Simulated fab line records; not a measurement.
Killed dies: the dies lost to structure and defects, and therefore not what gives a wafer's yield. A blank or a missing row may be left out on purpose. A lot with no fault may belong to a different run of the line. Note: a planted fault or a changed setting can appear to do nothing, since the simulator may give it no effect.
Chamber matching | flow n5 finfet | N5_BEOL_M0_CMP_120 on cmp-04: 4 sister chambers
The step polishes, stops on SiOC, t overpolish 6.9 s. 16 wafers are shown with their chamber, then 8 later ones without.

EACH WAFER AND ITS CHAMBER
wafer  | chamber | motor current A (A) | time to endpoint s (s) | clearing platen rpm (rpm)
L076.2 | 1       | 6.0                 | 56.9                   | 50.039
L076.3 | 2       | 6.5                 | 60.9                   | 50.027
L076.6 | 0       | 6.9                 | 55.0                   | 49.994
L077.2 | 2       | 6.5                 | 60.6                   | 49.959
L077.3 | 0       | 6.7                 | 54.4                   | 50.040
L077.4 | 3       | 5.7                 | 55.9                   | 50.026
L081.1 | 3       | 5.8                 | 61.7                   | 49.943
L081.4 | 1       | 5.9                 | 57.9                   | 49.962
L081.6 | 3       | 5.6                 | 62.8                   | 49.979
L086.1 | 0       | 6.8                 | 57.2                   | 50.041
L086.4 | 3       | 5.9                 | 61.0                   | 50.035
L086.5 | 2       | 6.5                 | 60.7                   | 49.985
L087.1 | 1       | 6.4                 | 59.3                   | 49.964
L087.4 | 3       | 5.8                 | 61.1                   | 49.954
L087.5 | 3       | 5.6                 | 60.6                   | 49.987
L090.1 | 1       | 5.8                 | 60.6                   | 50.015

SIGNATURES (means of the wafers above)
reading             | chamber 0 | chamber 1 | chamber 2 | chamber 3 | scatter within a chamber
motor current A     | 6.800     | 6.025     | 6.500     | 5.733     | 0.158
time to endpoint s  | 55.533    | 58.675    | 60.733    | 60.517    | 1.84
clearing platen rpm | 50.02500  | 49.99500  | 49.99033  | 49.98733  | 0.0355
Rule: distance of a wafer from a chamber = root of the sum over the readings of ((wafer's reading minus chamber's mean) / reading's scatter) squared. If the next closest chamber is less than 2 further off than the closest, the wafer can't be placed; otherwise it belongs to the closest. The scatter: take each reading less its chamber's mean, square it, sum over the shown wafers, divide by the number of wafers less the number of chambers, and take the root.

WAFERS MISSING THEIR CHAMBER
wafer  | motor current A (A) | time to endpoint s (s) | clearing platen rpm (rpm)
L090.3 | 5.7                 | 61.2                   | 50.001
L090.6 | 7.1                 | 59.7                   | 50.023
L092.2 | 6.1                 | 60.9                   | 50.024
L092.3 | 6.1                 | 61.3                   | 50.011
L092.6 | 7.0                 | 54.5                   | 50.021
L094.3 | 6.4                 | 61.1                   | 50.034
L094.5 | 5.9                 | 61.1                   | 50.001
L094.6 | 6.0                 | 62.0                   | 50.029

THE CHAMBER EACH PASSED THROUGH
wafer  | from the rows above          | in truth
L090.3 | can't be placed: 3 or 1      | 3
L090.6 | can't be placed: 0 or 2      | 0
L092.2 | can't be placed: 1 or 3 or 2 | 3
L092.3 | can't be placed: 1 or 3 or 2 | 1
L092.6 | 0                            | 0
L094.3 | can't be placed: 2 or 1      | 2
L094.5 | can't be placed: 3 or 1      | 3
L094.6 | can't be placed: 1 or 3 or 2 | 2
Correctly placed: 1 of 8. Not placeable from these rows: 7 (in 7, the candidates include the true chamber). Number placed wrongly: 0.
